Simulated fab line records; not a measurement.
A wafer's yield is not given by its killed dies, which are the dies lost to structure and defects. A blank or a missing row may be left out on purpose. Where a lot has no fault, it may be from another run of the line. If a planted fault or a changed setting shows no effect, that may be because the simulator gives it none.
What tool caused it? | flow nand_harc | 12 lots with 36 wafers sampled at 6 steps, on a route of 1302 steps

== WHAT THE GAUGES READ, wafer by wafer ==
NHARC_A_ONON_D2_THK_MEAS_02: measures by ellipsometry.
lot  | measured     | on            | thk_nm (nm)
L716 | day 12 04:41 | film_metro-02 | 997 998 999
L718 | day 13 13:31 | film_metro-02 | 1011 1013 1013
L719 | day 13 13:26 | film_metro-01 | 1008 1007 1005
L721 | day 14 03:43 | film_metro-02 | 1008 1009 1008
L720 | day 14 03:30 | film_metro-02 | 981 980 980
L725 | day 16 18:17 | film_metro-01 | 1000 1000 1001
L728 | day 17 11:17 | film_metro-02 | 996 996 996
L730 | day 18 12:42 | film_metro-01 | 993 994 993
L736 | day 20 10:00 | film_metro-01 | 1000 1001 1002
L737 | day 21 04:55 | film_metro-01 | 1001 1001 1000
L738 | day 21 19:04 | film_metro-02 | 994 992 994
L739 | day 21 19:05 | film_metro-01 | 1005 1006 1005

NHARC_A_ONON_D2_THK_MEAS_11: measures by ellipsometry.
lot  | measured     | on            | thk_nm (nm)
L716 | day 12 06:23 | film_metro-01 | 987 986 987
L718 | day 13 15:13 | film_metro-02 | 1005 1004 1003
L719 | day 13 15:08 | film_metro-01 | 990 992 992
L721 | day 14 05:25 | film_metro-01 | 1004 1006 1003
L720 | day 14 05:12 | film_metro-01 | 992 993 993
L725 | day 16 20:02 | film_metro-01 | 991 991 991
L728 | day 17 12:59 | film_metro-01 | 1042 1044 1043
L730 | day 18 14:25 | film_metro-01 | 1045 1044 1042
L736 | day 20 11:41 | film_metro-01 | 991 991 990
L737 | day 21 06:37 | film_metro-02 | 994 993 993
L738 | day 21 20:45 | film_metro-02 | 1000 998 1000
L739 | day 21 20:46 | film_metro-01 | 1018 1017 1016

NHARC_END_SORT_01.
lot  | measured     | on        | killed_at_array | killed_at_other | killed_at_periphery | killed_dies | killed_open | killed_short
L728 | day 29 15:25 | prober-02 | 659 643 656     | 0 1 0           | 3 8 6               | 662 652 662 | 3 2 6       | 0 3 5
L730 | day 31 10:37 | prober-01 | 657 658 656     | 0 1 1           | 4 0 7               | 661 659 664 | 5 4 4       | 2 1 4

== WHAT TOOL EACH LOT RAN ON (gives the tool, then ch and the chambers of the sampled wafers, and finally the start) ==
lot  | NHARC_A_CHANNEL_FILL_D1_ETCHBACK_20 | NHARC_A_DECK1_JOINT_CMP_13    | NHARC_A_ONON_D2_DEP_09
L716 | rie_diel-09 ch 1,2,3, day 9 16:10   | cmp-03 ch 0,1, day 11 02:29   | pecvd_onon-03 ch 0, day 12 06:02
L718 | rie_diel-13 ch 1,2, day 11 00:19    | cmp-02 ch 0,1,2, day 12 10:07 | pecvd_onon-01 ch 0, day 13 14:43
L719 | rie_diel-08 ch 2,3, day 11 00:19    | cmp-01 ch 0,1, day 12 10:05   | pecvd_onon-02 ch 0, day 13 14:45
L721 | rie_diel-13 ch 2,3, day 11 15:21    | cmp-01 ch 0,1,3, day 13 01:34 | pecvd_onon-01 ch 0, day 14 04:58
L720 | rie_diel-08 ch 0,2,3, day 11 15:21  | cmp-03 ch 0,2, day 13 01:31   | pecvd_onon-03 ch 0, day 14 04:49
L725 | rie_diel-13 ch 1,3, day 14 04:30    | cmp-03 ch 0,1,3, day 15 17:15 | pecvd_onon-01 ch 0, day 16 19:38
L728 | rie_diel-08 ch 0,1,2, day 14 18:11  | cmp-01 ch 0,2,3, day 16 05:22 | pecvd_onon-01 ch 0, day 17 12:28
L730 | rie_diel-13 ch 1,3, day 16 00:22    | cmp-02 ch 0,1,3, day 17 10:43 | pecvd_onon-01 ch 0, day 18 14:01
L736 | rie_diel-13 ch 1,2,3, day 17 23:14  | cmp-01 ch 0,1,2, day 19 10:22 | pecvd_onon-03 ch 0, day 20 11:11
L737 | rie_diel-13 ch 1,3, day 18 15:29    | cmp-01 ch 2,3, day 20 01:40   | pecvd_onon-02 ch 0, day 21 06:06
L738 | rie_diel-13 ch 0,3, day 18 23:49    | cmp-03 ch 0,1, day 20 12:46   | pecvd_onon-03 ch 0, day 21 20:17
L739 | rie_diel-08 ch 1,2, day 19 09:25    | cmp-01 ch 1,2,3, day 20 19:21 | pecvd_onon-01 ch 0, day 21 20:19
- NHARC_A_CHANNEL_FILL_D1_ETCHBACK_20: etches the open film in C4F8/O2/Ar, target depth 27 nm, time 13.5 s.
- NHARC_A_DECK1_JOINT_CMP_13: polishes, target thk 51.023 nm.
- NHARC_A_ONON_D2_DEP_09: target thk 1000 nm.

== WHAT THE TOOLS THEMSELVES READ (means of the sampled wafers that have a number; where no wafer has one, the mark that the record gives instead) ==
NHARC_A_CHANNEL_FILL_D1_ETCHBACK_20.
lot  | tool        | chamber_pressure_mTorr (mTorr) | oes_product_au (a.u.) | rf_vpp_V (V)
L716 | rie_diel-09 | 25.004                         | 0.97                  | 979
L718 | rie_diel-13 | 24.977                         | 0.99                  | 973
L719 | rie_diel-08 | 24.986                         | 1.01                  | 977
L721 | rie_diel-13 | 24.985                         | 1.00                  | 973
L720 | rie_diel-08 | 25.003                         | 0.96                  | 974
L725 | rie_diel-13 | 25.023                         | 0.99                  | 977
L728 | rie_diel-08 | 25.022                         | 0.92                  | 981
L730 | rie_diel-13 | 24.996                         | 0.99                  | 977
L736 | rie_diel-13 | 25.001                         | 0.98                  | 974
L737 | rie_diel-13 | 25.023                         | 1.00                  | 977
L738 | rie_diel-13 | 24.997                         | 0.99                  | 974
L739 | rie_diel-08 | 24.973                         | 0.98                  | 983

NHARC_A_DECK1_JOINT_CMP_13.
lot  | tool   | motor_current_A (A) | slurry_flow_ml_min | time_to_endpoint_s (s)
L716 | cmp-03 | 11.6                | 149.8              | 10.4
L718 | cmp-02 | 13.3                | 149.9              | 8.3
L719 | cmp-01 | 12.0                | 150.1              | 9.2
L721 | cmp-01 | 12.0                | 150.3              | 8.4
L720 | cmp-03 | 12.5                | 150.1              | 9.9
L725 | cmp-03 | 12.1                | 150.0              | 8.9
L728 | cmp-01 | 13.0                | 149.7              | 8.8
L730 | cmp-02 | 11.9                | 150.0              | 8.1
L736 | cmp-01 | 11.6                | 149.8              | 7.2
L737 | cmp-01 | 12.9                | 150.7              | 8.9
L738 | cmp-03 | 11.2                | 150.5              | 8.5
L739 | cmp-01 | 12.4                | 150.2              | 10.8

NHARC_A_ONON_D2_DEP_09.
lot  | tool          | nh3_flow_sccm (sccm)
L716 | pecvd_onon-03 | 499.3
L718 | pecvd_onon-01 | 500.5
L719 | pecvd_onon-02 | 499.7
L721 | pecvd_onon-01 | 501.3
L720 | pecvd_onon-03 | 499.4
L725 | pecvd_onon-01 | 500.1
L728 | pecvd_onon-01 | 501.3
L730 | pecvd_onon-01 | 499.7
L736 | pecvd_onon-03 | 497.7
L737 | pecvd_onon-02 | 499.2
L738 | pecvd_onon-03 | 499.9
L739 | pecvd_onon-01 | 499.9

== THE ANSWER, worked out from the rows above alone ==
Rule: usual is defined by the lots themselves. The widest of any qualifying gaps counts: lots, ordered by their means at a reading, are off when they make up no more than a third of the lots, leave a main group of 4 or more, and stand apart from it by 3 or more times the standard deviation of that group's means. A main group whose means are all the same, to the digits that the tables above print for the reading, isn't used. A lot without any number at a reading at which 4 lots or more have one is off too. All remaining lots with rows at the step are treated as sound. After the gauges, taken in route order, come the tools' own readings; for these a lot's mean is taken, as printed above. At the first step where some lot is off, the reading lying furthest off is the one used; lots without a number count as furthest.
None of the lots is off at any reading shown; this tells nothing.

== WHAT WAS PUT IN BY THE SIMULATOR ==
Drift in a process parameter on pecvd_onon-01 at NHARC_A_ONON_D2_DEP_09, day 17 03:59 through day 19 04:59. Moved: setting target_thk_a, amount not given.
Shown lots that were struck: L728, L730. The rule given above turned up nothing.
